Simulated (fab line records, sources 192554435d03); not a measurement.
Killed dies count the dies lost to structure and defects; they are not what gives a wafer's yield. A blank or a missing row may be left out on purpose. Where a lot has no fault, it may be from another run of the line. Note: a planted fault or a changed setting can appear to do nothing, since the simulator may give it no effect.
fab line records -- flow n5-finfet
[record] lots = 7, wafers = 21
route steps=1938 shown BEOL_M6@1221 BEOL_M7@1293 BEOL_M8@1368 BEOL_M9@1408 BEOL_M10@1494
start-h: start of the lot's first displayed wafer, in hours after the record's first day -- wait-h: hours since the lot's step before -- " unchanged from the row above -- L1.1+2: a row that stands for several wafers -- - no value, or no start was given -- * or withheld: withheld -- < > ~ a bound
route shown NAME@n: a module of which the file shows steps, and the number in the route of the first -- usual: average and standard deviation across the fault-free wafers -- same: alike in all rows -- chamber/n: place in a boat -- sites: per-site readings -- _std_site: their standard deviation -- _edge_site: inner sites' mean taken away from outer sites' mean -- radius-mm: how far each site lies from the wafer's centre -- mask NAME#n: copy n -- behind: the last tool/chamber to shape the wafer -- hold: what put the lot on hold/how long, in hours/how the hold closed -- device: the n, p or np transistor that did not switch -- end of line: the same wafers' tests at the end of the route -- a step without rows: its recipe alone -- killed: count of dies lost to structure and defects at first sort (not the wafer's yield) -- map: dies across one wafer; x = killed, . = not, _ = none there
set.NAME: the setting that was run; set.NAME@STEP: the one run at that earlier step -- model.NAME: the simulator's own value behind a step, which no gauge read
lots where settings were altered on purpose, with a table for each step and a row for each wafer
[[steps]]
[step N5_BEOL_M6_COAT_22]
[recipe] resist = CAR-EUV, spin-rpm = 1500, resist-thk-nm = 30
lot.wafer,tool,chamber,start-h,wait-h,set.spin-rpm,model.CAR-EUV_of_BEOL_M6_COAT_22.thk-nm
L076.2+3+4,litho-track-02,0,-,-,1628,28.8
L078.2+3+5,litho-track-05,0,-,-,1500,30
L079.2+5,litho-track-04,0,-,-,1500,30
L079.3,litho-track-04,0,-,-,1500,30.2
L080.4+5,litho-track-04,0,-,-,1500,30
L080.6,litho-track-04,0,-,-,1376,31.2
L093.1+3+6,litho-track-02,0,-,-,1500,30
L094.3+5,litho-track-04,0,-,-,1570,29.2
L094.4,litho-track-04,0,-,-,1500,30
L095.2+3+4,litho-track-04,0,-,-,1500,30
[step N5_BEOL_M6_EBR_24]
[recipe] solvent = PGMEA, ebr-width-mm = 1.5
[step N5_BEOL_M6_SOFTBAKE_23]
[recipe] temp-c = 110, time-s = 60, resist = CAR-EUV
[step N5_BEOL_M6_EXPOSE_25]
[recipe] mask-id = V5, na = 0.33, source-shape = annular, sigma-inner = 0.4, sigma-outer = 0.8, polarization = unpolarized, target-cd-nm = 40, dose-mj = 45
[step N5_BEOL_M6_PEB_26]
[recipe] peb-temp-c = 100, peb-time-s = 60, resist = CAR-EUV
[step N5_BEOL_M6_DEVELOP_27]
[recipe] develop-time-s = 30, developer = TMAH, resist = CAR-EUV, rinse-liquid = surfactant-rinse, dry = air-spin, dev-temp-c = 23
lot.wafer,tool,chamber,start-h,wait-h,set.spin-rpm@BEOL_M6_COAT_22,model.CAR-EUV_of_BEOL_M6_COAT_22.thk-nm
L076.2+3,litho-track-05,0,-,-,1628,28.4
L076.4,litho-track-05,0,-,-,1628,28.2
L078.2+3+5,litho-track-04,0,-,-,1500,29.4
L079.2+3+5,litho-track-04,0,-,-,1500,29.6
L080.4+5,litho-track-04,0,-,-,1500,29.4
L080.6,litho-track-04,0,-,-,1376,30.8
L093.1+6,litho-track-05,0,-,-,1500,29.4
L093.3,litho-track-05,0,-,-,1500,29.6
L094.3+5,litho-track-02,0,-,-,1570,28.8
L094.4,litho-track-02,0,-,-,1500,29.4
L095.2+3+4,litho-track-04,0,-,-,1500,29.6
[step N5_BEOL_M6_DESCUM_33]
[recipe] chemistry = O2, time-s = 7, source-power-w = 50, bias-power-w = 20, pressure-mtorr = 20, rf-frequency-hz = 2.712e+07, temp-c = 40, resist = CAR-EUV, o2-flow-sccm = 225
lot.wafer,tool,chamber,start-h,wait-h,set.spin-rpm@BEOL_M6_COAT_22,model.CAR-EUV_of_BEOL_M6_COAT_22.thk-nm
L076.2+3+4,rie-diel-01,"3,2,1",197.72,0.1,1628,24.8
L078.2+3+5,rie-diel-04,"3,2,1",204.39,0.4,1500,26
L079.2+3+5,rie-diel-02,"2,0,3",211.05,0.0,1500,26.2
L080.4+5,rie-diel-04,"1,2",213.13,0.0,1500,26
L080.6,rie-diel-04,3,213.13,0.0,1376,27.4
L093.1+3+6,rie-diel-01,"1,2,2",295.75,0.0,1500,26
L094.3,rie-diel-02,1,302.86,0.1,1570,25.2
L094.4,rie-diel-02,2,302.86,0.1,1500,26
L094.5,rie-diel-02,1,302.86,0.1,1570,25.4
L095.2+3+4,rie-diel-04,"1,2,3",307.95,0.5,1500,26
[step N5_BEOL_M6_ETCH_72]
[recipe] chemistry = N2/H2, target = underlayer, target-depth-a = 65, mask-material = CAR-EUV, time-s = 5.2, ion-energy-ev = 200, pressure-mtorr = 30, source-w = 840, bias-w = 150, n2-flow-sccm = 200, h2-flow-sccm = 200, ends = cleared
[step N5_BEOL_M6_ETCH_65]
[recipe] chemistry = CF4, target = SiARC, target-depth-a = 156, mask-material = CAR-EUV, time-s = 26, ion-energy-ev = 80, pressure-mtorr = 40, source-w = 545, bias-w = 36, Ar_flow_sccm = 100, cf4-flow-sccm = 100, ends = cleared
[usual] etch-rf-on-time-s = 26.0/0.68
lot.wafer,tool,chamber,start-h,wait-h,set.spin-rpm@BEOL_M6_COAT_64,etch-rf-on-time-s,model.etch.depth-nm
L076.2,rie-diel-01,3,197.78,0.0,1500,25.4,12
L076.3,rie-diel-01,2,197.78,0.0,1431,26.4,12.27
L076.4,rie-diel-01,1,197.78,0.0,1431,26.4,12.27
L078.2,rie-diel-04,3,204.44,0.0,1354,28.1,12.64
L078.3,rie-diel-04,2,204.44,0.0,1500,26.5,12
L078.5,rie-diel-04,1,204.44,0.0,1500,26.6,12.03
L079.2,rie-diel-02,2,211.10,0.0,1427,27.0,12.27
L079.3,rie-diel-02,0,211.10,0.0,1500,25.8,12.02
L079.5,rie-diel-02,3,211.10,0.0,1500,26.5,12.04
L080.4,rie-diel-04,1,213.18,0.0,1500,26.5,11.97
L080.5,rie-diel-04,2,213.18,0.0,1500,26.6,12.04
L080.6,rie-diel-04,3,213.18,0.0,1630,25.4,11.49
L093.1,rie-diel-01,1,295.80,0.0,1500,25.9,11.97
L093.3,rie-diel-01,2,295.80,0.0,1500,26.0,11.94
L093.6,rie-diel-01,2,295.80,0.0,1500,26.0,12.02
L094.3,rie-diel-02,1,302.91,0.0,1428,26.4,12.29
L094.4,rie-diel-02,2,302.91,0.0,1428,26.8,12.29
L094.5,rie-diel-02,1,302.91,0.0,1500,25.9,11.99
L095.2,rie-diel-04,1,308.00,0.0,1500,26.5,12
L095.3,rie-diel-04,2,308.00,0.0,1335,27.6,12.79
L095.4,rie-diel-04,3,308.00,0.0,1500,26.2,12.01
[step N5_BEOL_M6_ETCH_66]
[recipe] chemistry = N2/H2, target = SOC, target-depth-a = 800, overetch-a = 160, mask-material = SiARC, temp-c = 40, time-s = 120, ion-energy-ev = 200, pressure-mtorr = 30, source-w = 840, bias-w = 150, n2-flow-sccm = 200, h2-flow-sccm = 200
lot.wafer,tool,chamber,start-h,wait-h,set.spin-rpm@BEOL_M6_COAT_64,model.SiARC_of_BEOL_M6_COAT_64.thk-nm
L076.2,rie-diel-01,3,197.80,0.0,1500,6
L076.3+4,rie-diel-01,"2,1",197.80,0.0,1431,6.6
L078.2,rie-diel-04,3,204.47,0.0,1354,7.2
L078.3+5,rie-diel-04,"2,1",204.47,0.0,1500,6.6
L079.2,rie-diel-02,2,211.12,0.0,1427,6.8
L079.3+5,rie-diel-02,"0,3",211.12,0.0,1500,6.4
L080.4+5,rie-diel-04,"1,2",213.21,0.0,1500,6.6
L080.6,rie-diel-04,3,213.21,0.0,1630,6
L093.1,rie-diel-01,1,295.83,0.0,1500,6.4
L093.3+6,rie-diel-01,2,295.83,0.0,1500,6.2
L094.3,rie-diel-02,1,302.94,0.0,1428,6.8
L094.4,rie-diel-02,2,302.94,0.0,1428,7
L094.5,rie-diel-02,1,302.94,0.0,1500,6.4
L095.2,rie-diel-04,1,308.03,0.0,1500,6.6
L095.3,rie-diel-04,2,308.03,0.0,1335,7.2
L095.4,rie-diel-04,3,308.03,0.0,1500,6.4
[step N5_BEOL_M7_EXPOSE_25]
[recipe] mask-id = V6, na = 0.33, source-shape = annular, sigma-inner = 0.4, sigma-outer = 0.8, polarization = unpolarized, target-cd-nm = 40, dose-mj = 42.5
lot.wafer,tool,chamber,start-h,wait-h,mask,set.dose-mj
L076.2+3,euv-scanner-02,0,206.68,-,V6#0,43.55
L076.4,euv-scanner-02,0,206.68,-,V6#0,42.5
L078.2+3,euv-scanner-01,0,212.81,-,V6#0,42.5
L078.5,euv-scanner-01,0,212.81,-,V6#0,44.04
L079.2+5,euv-scanner-02,0,219.13,-,V6#0,42.5
L079.3,euv-scanner-02,0,219.13,-,V6#0,44.34
L080.4,euv-scanner-02,0,219.68,-,V6#0,43.6
L080.5+6,euv-scanner-02,0,219.68,-,V6#0,42.5
L093.1+3+6,euv-scanner-02,0,302.49,-,V6#0,42.5
L094.3+4,euv-scanner-01,0,310.91,-,V6#0,42.5
L094.5,euv-scanner-01,0,310.91,-,V6#0,39.92
L095.2+3+4,euv-scanner-01,0,316.72,-,V6#0,42.5
[step N5_BEOL_M7_PEB_26]
[recipe] peb-temp-c = 100, peb-time-s = 60, resist = CAR-EUV
[step N5_BEOL_M7_DEVELOP_27]
[recipe] develop-time-s = 30, developer = TMAH, resist = CAR-EUV, rinse-liquid = surfactant-rinse, dry = air-spin, dev-temp-c = 23
[step N5_BEOL_M7_CD_MEAS_28]
[recipe] target-cd-nm = 40, landing-energy-ev = 500, detector = se-inlens
[usual] cd-nm = 39.94/0.23
lot.wafer,tool,chamber,start-h,wait-h,set.dose-mj@BEOL_M7_EXPOSE_25,cd-nm
L076.2,cd-sem-01,0,206.81,-,43.55,40.14
L076.3,cd-sem-01,0,206.81,-,43.55,40.26
L076.4,cd-sem-01,0,206.81,-,42.5,39.96
L078.2,cd-sem-01,0,212.94,-,42.5,39.77
L078.3,cd-sem-01,0,212.94,-,42.5,40.02
L078.5,cd-sem-01,0,212.94,-,44.04,40.67
L079.2,cd-sem-01,0,219.26,-,42.5,40.33
L079.3,cd-sem-01,0,219.26,-,44.34,41.21
L079.5,cd-sem-01,0,219.26,-,42.5,40.05
L080.4,cd-sem-02,0,219.80,-,43.6,40.08
L080.5,cd-sem-02,0,219.80,-,42.5,39.56
L080.6,cd-sem-02,0,219.80,-,42.5,39.88
L093.1,cd-sem-02,0,302.62,-,42.5,39.80
L093.3,cd-sem-02,0,302.62,-,42.5,40.21
L093.6,cd-sem-02,0,302.62,-,42.5,39.91
L094.3,cd-sem-03,0,311.04,-,42.5,39.89
L094.4,cd-sem-03,0,311.04,-,42.5,39.88
L094.5,cd-sem-03,0,311.04,-,39.92,38.51
L095.2,cd-sem-03,0,316.85,-,42.5,39.94
L095.3,cd-sem-03,0,316.85,-,42.5,40.20
L095.4,cd-sem-03,0,316.85,-,42.5,39.85
[step N5_BEOL_M7_DESCUM_33]
[recipe] chemistry = O2, time-s = 7, source-power-w = 50, bias-power-w = 20, pressure-mtorr = 20, rf-frequency-hz = 2.712e+07, temp-c = 40, resist = CAR-EUV, o2-flow-sccm = 225
lot.wafer,tool,chamber,start-h,wait-h,set.dose-mj@BEOL_M7_EXPOSE_25,model.BEOL_M7.cd-nm
L076.2,rie-diel-06,0,206.99,0.1,43.55,40.2
L076.3,rie-diel-06,3,206.99,0.1,43.55,40.4
L076.4,rie-diel-06,2,206.99,0.1,42.5,40
L078.2,rie-diel-06,0,213.06,0.0,42.5,39.8
L078.3,rie-diel-06,3,213.06,0.0,42.5,40
L078.5,rie-diel-06,3,213.06,0.0,44.04,40.8
L079.2,rie-diel-05,3,219.68,0.3,42.5,40.2
L079.3,rie-diel-05,1,219.68,0.3,44.34,41
L079.5,rie-diel-05,1,219.68,0.3,42.5,40
L080.4,rie-diel-03,3,219.93,0.0,43.6,40.6
L080.5,rie-diel-03,0,219.93,0.0,42.5,39.8
L080.6,rie-diel-03,1,219.93,0.0,42.5,40
L093.1+3,rie-diel-05,"1,3",302.75,0.0,42.5,40
L093.6,rie-diel-05,0,302.75,0.0,42.5,39.8
L094.3,rie-diel-03,1,311.16,0.0,42.5,40
L094.4,rie-diel-03,3,311.16,0.0,42.5,40.2
L094.5,rie-diel-03,0,311.16,0.0,39.92,38.4
L095.2,rie-diel-06,0,316.97,0.0,42.5,40.4
L095.3,rie-diel-06,1,316.97,0.0,42.5,39.8
L095.4,rie-diel-06,0,316.97,0.0,42.5,40
[step N5_BEOL_M7_ETCH_72]
[recipe] chemistry = N2/H2, target = underlayer, target-depth-a = 65, mask-material = CAR-EUV, time-s = 5.2, ion-energy-ev = 200, pressure-mtorr = 30, source-w = 840, bias-w = 150, n2-flow-sccm = 200, h2-flow-sccm = 200, ends = cleared
[step N5_BEOL_M7_ETCH_65]
[recipe] chemistry = CF4, target = SiARC, target-depth-a = 156, mask-material = CAR-EUV, time-s = 26, ion-energy-ev = 80, pressure-mtorr = 40, source-w = 545, bias-w = 36, Ar_flow_sccm = 100, cf4-flow-sccm = 100, ends = cleared
lot.wafer,tool,chamber,start-h,wait-h,set.dose-mj@BEOL_M7_EXPOSE_25,model.BEOL_M7.cd-nm
L076.2+3,rie-diel-06,"0,3",207.04,0.0,43.55,40.4
L076.4,rie-diel-06,2,207.04,0.0,42.5,40
L078.2+3,rie-diel-06,"0,3",213.11,0.0,42.5,40
L078.5,rie-diel-06,3,213.11,0.0,44.04,40.8
L079.2,rie-diel-05,3,219.73,0.0,42.5,40.4
L079.3,rie-diel-05,1,219.73,0.0,44.34,41
L079.5,rie-diel-05,1,219.73,0.0,42.5,40.2
L080.4,rie-diel-03,3,219.98,0.0,43.6,40.6
L080.5,rie-diel-03,0,219.98,0.0,42.5,39.8
L080.6,rie-diel-03,1,219.98,0.0,42.5,40
L093.1+3,rie-diel-05,"1,3",302.80,0.0,42.5,40
L093.6,rie-diel-05,0,302.80,0.0,42.5,39.6
L094.3,rie-diel-03,1,311.21,0.0,42.5,39.8
L094.4,rie-diel-03,3,311.21,0.0,42.5,40
L094.5,rie-diel-03,0,311.21,0.0,39.92,38.4
L095.2,rie-diel-06,0,317.02,0.0,42.5,40.4
L095.3,rie-diel-06,1,317.02,0.0,42.5,39.6
L095.4,rie-diel-06,0,317.02,0.0,42.5,40
[step N5_BEOL_M7_ETCH_66]
[recipe] chemistry = N2/H2, target = SOC, target-depth-a = 800, overetch-a = 160, mask-material = SiARC, temp-c = 40, time-s = 120, ion-energy-ev = 200, pressure-mtorr = 30, source-w = 840, bias-w = 150, n2-flow-sccm = 200, h2-flow-sccm = 200
lot.wafer,tool,chamber,start-h,wait-h,set.dose-mj@BEOL_M7_EXPOSE_25,model.BEOL_M7.cd-nm
L076.2,rie-diel-06,0,207.07,0.0,43.55,40.4
L076.3,rie-diel-06,3,207.07,0.0,43.55,40.2
L076.4,rie-diel-06,2,207.07,0.0,42.5,40.2
L078.2+3,rie-diel-06,"0,3",213.14,0.0,42.5,40
L078.5,rie-diel-06,3,213.14,0.0,44.04,40.8
L079.2,rie-diel-05,3,219.76,0.0,42.5,40
L079.3,rie-diel-05,1,219.76,0.0,44.34,40.8
L079.5,rie-diel-05,1,219.76,0.0,42.5,40.2
L080.4,rie-diel-03,3,220.04,0.0,43.6,40.4
L080.5,rie-diel-03,0,220.04,0.0,42.5,39.6
L080.6,rie-diel-03,1,220.04,0.0,42.5,39.8
L093.1+3+6,rie-diel-05,"1,3,0",302.83,0.0,42.5,40
L094.3,rie-diel-03,1,311.24,0.0,42.5,39.6
L094.4,rie-diel-03,3,311.24,0.0,42.5,39.8
L094.5,rie-diel-03,0,311.24,0.0,39.92,38.4
L095.2,rie-diel-06,0,317.05,0.0,42.5,40.4
L095.3,rie-diel-06,1,317.05,0.0,42.5,39.4
L095.4,rie-diel-06,0,317.05,0.0,42.5,40
[step N5_BEOL_M8_DESCUM_33]
[recipe] chemistry = O2, time-s = 7, source-power-w = 50, bias-power-w = 20, pressure-mtorr = 20, rf-frequency-hz = 2.712e+07, temp-c = 40, resist = CAR-EUV, o2-flow-sccm = 225
lot.wafer,tool,chamber,start-h,wait-h,set.time-s,model.CAR-EUV_of_BEOL_M8_COAT_22.thk-nm
L076.2+4,rie-diel-01,"1,3",213.54,0.1,7,26.2
L076.3,rie-diel-01,2,213.54,0.1,7.624,25.8
L078.2+5,rie-diel-01,"1,2",219.72,0.3,7,26
L078.3,rie-diel-01,0,219.72,0.3,7,26.2
L079.2+3,rie-diel-02,"3,2",227.56,0.2,7,26
L079.5,rie-diel-02,3,227.56,0.2,7.915,25.6
L080.4+5,rie-diel-02,"2,0",228.77,0.1,8.31,25.4
L080.6,rie-diel-02,3,228.77,0.1,8.31,25.2
L093.1,rie-diel-02,3,311.03,0.0,7,26
L093.3+6,rie-diel-02,"1,3",311.03,0.0,7,26.2
L094.3,rie-diel-01,0,318.99,0.0,7,26.2
L094.4,rie-diel-01,3,318.99,0.0,5.978,26.6
L094.5,rie-diel-01,2,318.99,0.0,7,26
L095.2+3+4,rie-diel-04,"0,2,1",327.04,0.0,7,26
[step N5_BEOL_M8_ETCH_72]
[recipe] chemistry = N2/H2, target = underlayer, target-depth-a = 65, mask-material = CAR-EUV, time-s = 5.2, ion-energy-ev = 200, pressure-mtorr = 30, source-w = 840, bias-w = 150, n2-flow-sccm = 200, h2-flow-sccm = 200, ends = cleared
lot.wafer,tool,chamber,start-h,wait-h,set.time-s@BEOL_M8_DESCUM_33,model.CAR-EUV_of_BEOL_M8_COAT_22.thk-nm
L076.2+4,rie-diel-01,"1,3",213.57,0.0,7,20.4
L076.3,rie-diel-01,2,213.57,0.0,7.624,20.2
L078.2+3+5,rie-diel-01,"1,0,2",219.76,0.0,7,20.4
L079.2+3,rie-diel-02,"3,2",227.59,0.0,7,20.2
L079.5,rie-diel-02,3,227.59,0.0,7.915,20
L080.4+5+6,rie-diel-02,"2,0,3",228.80,0.0,8.31,19.6
L093.1+3+6,rie-diel-02,"3,1,3",311.06,0.0,7,20.4
L094.3,rie-diel-01,0,319.02,0.0,7,20.6
L094.4,rie-diel-01,3,319.02,0.0,5.978,21
L094.5,rie-diel-01,2,319.02,0.0,7,20.4
L095.2+3+4,rie-diel-04,"0,2,1",327.08,0.0,7,20.2
[step N5_BEOL_M9_COAT_05]
[recipe] resist = CAR-ArF, spin-rpm = 1500, resist-thk-nm = 90
lot.wafer,tool,chamber,start-h,wait-h,set.spin-rpm,model.CAR-ArF_of_BEOL_M9_COAT_05.thk-nm
L076.2+4,litho-track-01,0,-,-,1500,89.6
L076.3,litho-track-01,0,-,-,1500,89.4
L078.2,litho-track-04,0,-,-,1623,86.4
L078.3,litho-track-04,0,-,-,1500,89.6
L078.5,litho-track-04,0,-,-,1623,86.2
L079.2,litho-track-04,0,-,-,1500,90
L079.3,litho-track-04,0,-,-,1360,94.4
L079.5,litho-track-04,0,-,-,1360,94.6
L080.4,litho-track-01,0,-,-,1500,90.2
L080.5,litho-track-01,0,-,-,1500,90.4
L080.6,litho-track-01,0,-,-,1554,89
L093.1,litho-track-01,0,-,-,1500,90.6
L093.3,litho-track-01,0,-,-,1500,90.2
L093.6,litho-track-01,0,-,-,1500,90.4
L094.3,litho-track-04,0,-,-,1387,93.6
L094.4,litho-track-04,0,-,-,1387,93.8
L094.5,litho-track-04,0,-,-,1500,90.2
L095.2,litho-track-01,0,-,-,1452,91.8
L095.3+4,litho-track-01,0,-,-,1500,90
[step N5_BEOL_M9_EBR_07]
[recipe] solvent = PGMEA, ebr-width-mm = 1.5
[step N5_BEOL_M9_SOFTBAKE_06]
[recipe] temp-c = 110, time-s = 60, resist = CAR-ArF
[step N5_BEOL_M9_EXPOSE_08]
[recipe] mask-id = M9, na = 1.35, source-shape = dipole, sigma-inner = 0.411, sigma-outer = 0.611, polarization = te, dose-mj = 53.75
[step N5_BEOL_M9_PEB_09]
[recipe] peb-temp-c = withheld, peb-time-s = 60, resist = CAR-ArF
[step N5_BEOL_M9_DEVELOP_10]
[recipe] develop-time-s = 30, developer = TMAH, resist = CAR-ArF, rinse-liquid = diw, dry = air-spin, dev-temp-c = 23
lot.wafer,tool,chamber,start-h,wait-h,set.spin-rpm@BEOL_M9_COAT_05,model.CAR-ArF_of_BEOL_M9_COAT_05.thk-nm
L076.2+3+4,litho-track-04,0,-,-,1500,87.8
L078.2,litho-track-01,0,-,-,1623,84.6
L078.3,litho-track-01,0,-,-,1500,88
L078.5,litho-track-01,0,-,-,1623,84.4
L079.2,litho-track-01,0,-,-,1500,88.4
L079.3+5,litho-track-01,0,-,-,1360,92.8
L080.4,litho-track-01,0,-,-,1500,88.4
L080.5,litho-track-01,0,-,-,1500,88.8
L080.6,litho-track-01,0,-,-,1554,87.2
L093.1+6,litho-track-01,0,-,-,1500,88.8
L093.3,litho-track-01,0,-,-,1500,88.6
L094.3+4,litho-track-04,0,-,-,1387,92
L094.5,litho-track-04,0,-,-,1500,88.4
L095.2,litho-track-05,0,-,-,1452,90.2
L095.3+4,litho-track-05,0,-,-,1500,88.4
[step N5_BEOL_M9_DESCUM_16]
[recipe] chemistry = O2, time-s = 7.9, source-power-w = 50, bias-power-w = 20, pressure-mtorr = 20, rf-frequency-hz = 2.712e+07, temp-c = 40, resist = CAR-ArF, o2-flow-sccm = 225
[step N5_BEOL_M9_ETCH_61]
[recipe] chemistry = CF4, target = SiARC, target-depth-a = 390, mask-material = CAR-ArF, time-s = 65, ion-energy-ev = 80, pressure-mtorr = 40, source-w = 545, bias-w = 36, Ar_flow_sccm = 100, cf4-flow-sccm = 100, ends = cleared
lot.wafer,tool,chamber,start-h,wait-h,set.spin-rpm@BEOL_M9_COAT_05,model.CAR-ArF_of_BEOL_M9_COAT_05.thk-nm
L076.2+3,rie-diel-03,"3,1",218.97,0.0,1500,54.8
L076.4,rie-diel-03,0,218.97,0.0,1500,55
L078.2,rie-diel-03,1,226.63,0.0,1623,51.8
L078.3,rie-diel-03,0,226.63,0.0,1500,55.4
L078.5,rie-diel-03,3,226.63,0.0,1623,51.6
L079.2,rie-diel-03,1,233.90,0.0,1500,55.6
L079.3,rie-diel-03,3,233.90,0.0,1360,60
L079.5,rie-diel-03,0,233.90,0.0,1360,60.2
L080.4,rie-diel-05,1,235.84,0.0,1500,55.6
L080.5,rie-diel-05,0,235.84,0.0,1500,55.8
L080.6,rie-diel-05,3,235.84,0.0,1554,54.4
L093.1+6,rie-diel-06,3,316.55,0.0,1500,56
L093.3,rie-diel-06,1,316.55,0.0,1500,55.8
L094.3+4,rie-diel-03,"0,1",328.17,0.0,1387,59.2
L094.5,rie-diel-03,0,328.17,0.0,1500,55.8
L095.2,rie-diel-05,3,331.91,0.0,1452,57.4
L095.3,rie-diel-05,1,331.91,0.0,1500,55.6
L095.4,rie-diel-05,0,331.91,0.0,1500,55.2
[step N5_BEOL_M9_ETCH_62]
[recipe] chemistry = N2/H2, target = SOC, target-depth-a = 1100, overetch-a = 220, mask-material = SiARC, temp-c = 40, time-s = 165, ion-energy-ev = 200, pressure-mtorr = 30, source-w = 840, bias-w = 150, n2-flow-sccm = 200, h2-flow-sccm = 200
[usual] rf-vpp-V = 523.6/2.5
lot.wafer,tool,chamber,start-h,wait-h,set.source-w,rf-vpp-V,model.SiARC_of_BEOL_M9_COAT_60.thk-nm
L076.2,rie-diel-03,3,219.02,0.0,840,523.9,23.6
L076.3,rie-diel-03,1,219.02,0.0,840,519.7,23.2
L076.4,rie-diel-03,0,219.02,0.0,970.8,500.0,23
L078.2,rie-diel-03,1,226.68,0.0,761,538.3,23.6
L078.3,rie-diel-03,0,226.68,0.0,761,539.6,23.6
L078.5,rie-diel-03,3,226.68,0.0,840,524.7,23.4
L079.2,rie-diel-03,1,233.95,0.0,903,508.3,22.8
L079.3,rie-diel-03,3,233.95,0.0,840,522.9,23.4
L079.5,rie-diel-03,0,233.95,0.0,840,522.8,23.4
L080.4,rie-diel-05,1,235.94,0.1,840,524.3,23.4
L080.5,rie-diel-05,0,235.94,0.1,690.8,556.4,24
L080.6,rie-diel-05,3,235.94,0.1,690.8,562.5,24.2
L093.1,rie-diel-06,3,316.60,0.0,840,525.2,23.6
L093.3,rie-diel-06,1,316.60,0.0,840,525.4,23.8
L093.6,rie-diel-06,3,316.60,0.0,840,526.7,23.6
L094.3,rie-diel-03,0,328.22,0.0,840,522.3,23.4
L094.4,rie-diel-03,1,328.22,0.0,840,517.5,23.2
L094.5,rie-diel-03,0,328.22,0.0,840,523.0,23.4
L095.2,rie-diel-05,3,331.96,0.0,840,527.4,23.6
L095.3,rie-diel-05,1,331.96,0.0,705.5,553.8,24
L095.4,rie-diel-05,0,331.96,0.0,840,521.3,23.4
[step N5_BEOL_M10_COAT_63]
[recipe] resist = SOC, temp-c = 250, time-s = 60, spin-rpm = 1500, resist-thk-nm = 100
lot.wafer,tool,chamber,start-h,wait-h,set.spin-rpm,model.SOC_of_BEOL_M10_COAT_63.thk-nm
L076.2,litho-track-02,0,228.24,0.9,1500,99.8
L076.3,litho-track-02,0,228.24,0.9,1382,103.8
L076.4,litho-track-02,0,228.24,0.9,1382,104
L078.2,litho-track-02,0,234.28,0.0,1605,96.6
L078.3,litho-track-02,0,234.28,0.0,1605,96.4
L078.5,litho-track-02,0,234.28,0.0,1605,96.8
L079.2,litho-track-03,0,243.03,0.0,1651,95.4
L079.3,litho-track-03,0,243.03,0.0,1651,95
L079.5,litho-track-03,0,243.03,0.0,1500,100
L080.4,litho-track-02,0,243.39,0.1,1500,99.6
L080.5,litho-track-02,0,243.39,0.1,1404,103.2
L080.6,litho-track-02,0,243.39,0.1,1500,99.2
L093.1+6,litho-track-03,0,326.76,3.1,1500,100
L093.3,litho-track-03,0,326.76,3.1,1500,99.8
L094.3+5,litho-track-01,0,337.08,1.3,1338,106.4
L094.4,litho-track-01,0,337.08,1.3,1500,100.4
L095.2+4,litho-track-02,0,340.95,0.5,1661,94.8
L095.3,litho-track-02,0,340.95,0.5,1500,99.6
[[key]]
[split] step = N5_BEOL_M6_COAT_22, setting = spin-rpm, stated = 1500, by = wafer
[response] step = N5_BEOL_M6_COAT_22, reading = model.CAR-EUV_of_BEOL_M6_COAT_22.thk-nm, change = -0.152, per = 1%, r = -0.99
[response] step = N5_BEOL_M6_DEVELOP_27, reading = model.CAR-EUV_of_BEOL_M6_COAT_22.thk-nm, change = -0.159, per = 1%, r = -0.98
[response] step = N5_BEOL_M6_DESCUM_33, reading = model.CAR-EUV_of_BEOL_M6_COAT_22.thk-nm, change = -0.165, per = 1%, r = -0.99
[split] step = N5_BEOL_M7_EXPOSE_25, setting = dose-mj, stated = 42.5, by = wafer
[response] step = N5_BEOL_M7_CD_MEAS_28, reading = cd-nm, change = +0.21, per = 1%, r = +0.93
[response] step = N5_BEOL_M7_DESCUM_33, reading = model.BEOL_M7.cd-nm, change = +0.246, per = 1%, r = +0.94
[response] step = N5_BEOL_M7_ETCH_65, reading = model.BEOL_M7.cd-nm, change = +0.219, per = 1%, r = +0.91
[response] step = N5_BEOL_M7_ETCH_66, reading = model.BEOL_M7.cd-nm, change = +0.195, per = 1%, r = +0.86
[split] step = N5_BEOL_M8_DESCUM_33, setting = time-s, stated = 7, by = wafer
[response] step = N5_BEOL_M8_DESCUM_33, reading = model.CAR-EUV_of_BEOL_M8_COAT_22.thk-nm, change = -0.0347, per = 1%, r = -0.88
[response] step = N5_BEOL_M8_ETCH_72, reading = model.CAR-EUV_of_BEOL_M8_COAT_22.thk-nm, change = -0.0252, per = 1%, r = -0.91
[split] step = N5_BEOL_M9_COAT_05, setting = spin-rpm, stated = 1500, by = wafer
[response] step = N5_BEOL_M9_COAT_05, reading = model.CAR-ArF_of_BEOL_M9_COAT_05.thk-nm, change = -0.452, per = 1%, r = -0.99
[response] step = N5_BEOL_M9_DEVELOP_10, reading = model.CAR-ArF_of_BEOL_M9_COAT_05.thk-nm, change = -0.46, per = 1%, r = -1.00
[response] step = N5_BEOL_M9_ETCH_61, reading = model.CAR-ArF_of_BEOL_M9_COAT_05.thk-nm, change = -0.465, per = 1%, r = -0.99
[split] step = N5_BEOL_M9_ETCH_62, setting = source-w, stated = 840, by = wafer
[response] step = N5_BEOL_M9_ETCH_62, reading = rf-vpp-V, change = -1.75, per = 1%, r = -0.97
[response] step = N5_BEOL_M9_ETCH_62, reading = model.SiARC_of_BEOL_M9_COAT_60.thk-nm, change = -0.0345, per = 1%, r = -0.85
[split] step = N5_BEOL_M10_COAT_63, setting = spin-rpm, stated = 1500, by = wafer
[response] step = N5_BEOL_M10_COAT_63, reading = model.SOC_of_BEOL_M10_COAT_63.thk-nm, change = -0.507, per = 1%, r = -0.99
split outside-this-file step=N5_BEOL_M6_COAT_64 setting=spin-rpm
// split outside-this-file: this setting was split too, and the file shows its column; the key of that split is in another file
